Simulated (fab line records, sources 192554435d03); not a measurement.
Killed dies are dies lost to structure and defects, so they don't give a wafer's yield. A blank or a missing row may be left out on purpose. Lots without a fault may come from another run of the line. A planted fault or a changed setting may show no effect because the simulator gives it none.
Split-lot experiment | flow n5_finfet | 7 lots, 39 wafers read, on a route of 1938 steps

THE SPLIT
At N5_MOL_CONTACT_COAG_ETCH_105 (etches SiARC in CF4, target depth 15.6 nm, time 26 s), the setting bias_w was moved away from the recipe's 36 W on 15 of the 39 wafers read, by -17.4% to +10.6%. The other wafers ran this setting at the recipe's value.

The reading is taken at the split's own step.

THE READING
rf_vpp_V, in V, at N5_MOL_CONTACT_COAG_ETCH_105 (etches SiARC in CF4, target depth 15.6 nm, time 26 s). Fault-free wafers of this fab line usually give 183.8 V, standard deviation 1.4 V.

wafer  | tool, chamber at the split | bias_w as run, W | against the recipe | rf_vpp_V, V | against lot-mates on the recipe
L078.1 | rie_diel-03, 1             | 39.82            | +10.6%             | 196.2       | +11.4
L078.2 | rie_diel-03, 0             | 39.82            | +10.6%             | 194.6       | +9.8
L078.3 | rie_diel-03, 2             | 36               | recipe             | 185.6       | -
L078.4 | rie_diel-03, 1             | 36               | recipe             | 184.4       | -
L078.5 | rie_diel-03, 0             | 36               | recipe             | 184.3       | -
L078.6 | rie_diel-03, 2             | 39.82            | +10.6%             | 195.9       | +11.1
L082.1 | rie_diel-03, 1             | 36               | recipe             | 185.4       | -
L082.2 | rie_diel-03, 2             | 36               | recipe             | 183.9       | -
L082.3 | rie_diel-03, 3             | 30.49            | -15.3%             | 166.4       | -18.7
L082.4 | rie_diel-03, 0             | 30.49            | -15.3%             | 163.9       | -21.2
L082.5 | rie_diel-03, 1             | 30.49            | -15.3%             | 165.5       | -19.6
L082.6 | rie_diel-03, 2             | 36               | recipe             | 186.1       | -
L083.1 | rie_diel-03, 1             | 33.53            | -6.9%              | 176.6       | -7.1
L083.2 | rie_diel-03, 0             | 33.53            | -6.9%              | 175.8       | -7.9
L083.3 | rie_diel-03, 3             | 36               | recipe             | 182.6       | -
L083.4 | rie_diel-03, 2             | 36               | recipe             | 184.4       | -
L083.5 | rie_diel-03, 2             | 33.53            | -6.9%              | 178.2       | -5.5
L083.6 | rie_diel-03, 3             | 36               | recipe             | 184.2       | -
L092.1 | rie_diel-01, 1             | 33.7             | -6.4%              | 175.8       | -6.0
L092.2 | rie_diel-01, 0             | 36               | recipe             | 182.4       | -
L092.3 | rie_diel-01, 2             | 33.7             | -6.4%              | 177.2       | -4.6
L092.4 | rie_diel-01, 3             | 36               | recipe             | 180.5       | -
L092.5 | rie_diel-01, 0             | 36               | recipe             | 182.5       | -
L092.6 | rie_diel-01, 1             | 33.7             | -6.4%              | 176.5       | -5.3
L093.1 | rie_diel-01, 2             | 36               | recipe             | 183.7       | -
L093.2 | rie_diel-01, 0             | 36               | recipe             | 184.5       | -
L093.3 | rie_diel-01, 1             | 36               | recipe             | 184.4       | -
L093.4 | rie_diel-01, 3             | 36               | recipe             | 181.2       | -
L093.5 | rie_diel-01, 0             | 36               | recipe             | 184.6       | -
L093.6 | rie_diel-01, 1             | 36               | recipe             | 182.5       | -
L095.3 | rie_diel-05, 3             | 36               | recipe             | 183.8       | -
L095.4 | rie_diel-05, 2             | 36               | recipe             | 184.8       | -
L095.5 | rie_diel-05, 3             | 36               | recipe             | 184.1       | -
L097.1 | rie_diel-01, 3             | 36               | recipe             | 182.9       | -
L097.2 | rie_diel-01, 1             | 29.72            | -17.4%             | 162.6       | -21.4
L097.3 | rie_diel-01, 2             | 36               | recipe             | 184.2       | -
L097.4 | rie_diel-01, 0             | 29.72            | -17.4%             | 160.3       | -23.7
L097.5 | rie_diel-01, 3             | 29.72            | -17.4%             | 160.6       | -23.4
L097.6 | rie_diel-01, 2             | 36               | recipe             | 184.9       | -

THE FIT
A straight line over all 39 wafers: rf_vpp_V changes by +1.21 V for each +1% of bias_w; r = +0.99; the points scatter about the line by 1.4 V.
The same after taking each lot's own level away (the mean of its wafers on the recipe; 39 wafers): +1.21 V for each +1%; r = +0.99; scatter 1.5 V.
On that fit, the largest move of bias_w shifts the reading by 21 V.
The lots' own levels span 181.80 to 185.13 V, that is 2.4 times the standard deviation above.
So the lot-to-lot level changes the slope little: the two slopes agree.
Check: with one of the wafers moved furthest among these (-17.4%) left out of the fit, the line predicts -21.2 V for it against its lot-mates. It came out at -21.4 V against them.
Tool readings at the split's step, against how far the setting was moved: rf_vpp_V r = +0.99.

OTHER SPLITS ON THESE WAFERS
These wafers also went through other splits before the reading. Each is held against what the fit with the lots' levels taken away leaves over:
other split on the same wafers       | wafers away from the commonest value | r with rf_vpp_V (lot level and that fit taken away)
N5_WELL_APT_IMPLANT_15 energy_kev    | 15                                   | +0.15
N5_DUMMY_GATE_ETCH_31 target_depth_a | 15                                   | +0.31
N5_GATE_CUT_HM_DEP_46 time_s         | 9                                    | +0.00
N5_GATE_CUT_CUT_ETCH_54 bias_w       | 15                                   | -0.17

THE FILE'S OWN FIT
rf_vpp_V changes by +1.22 V for each +1% of bias_w, r = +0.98.
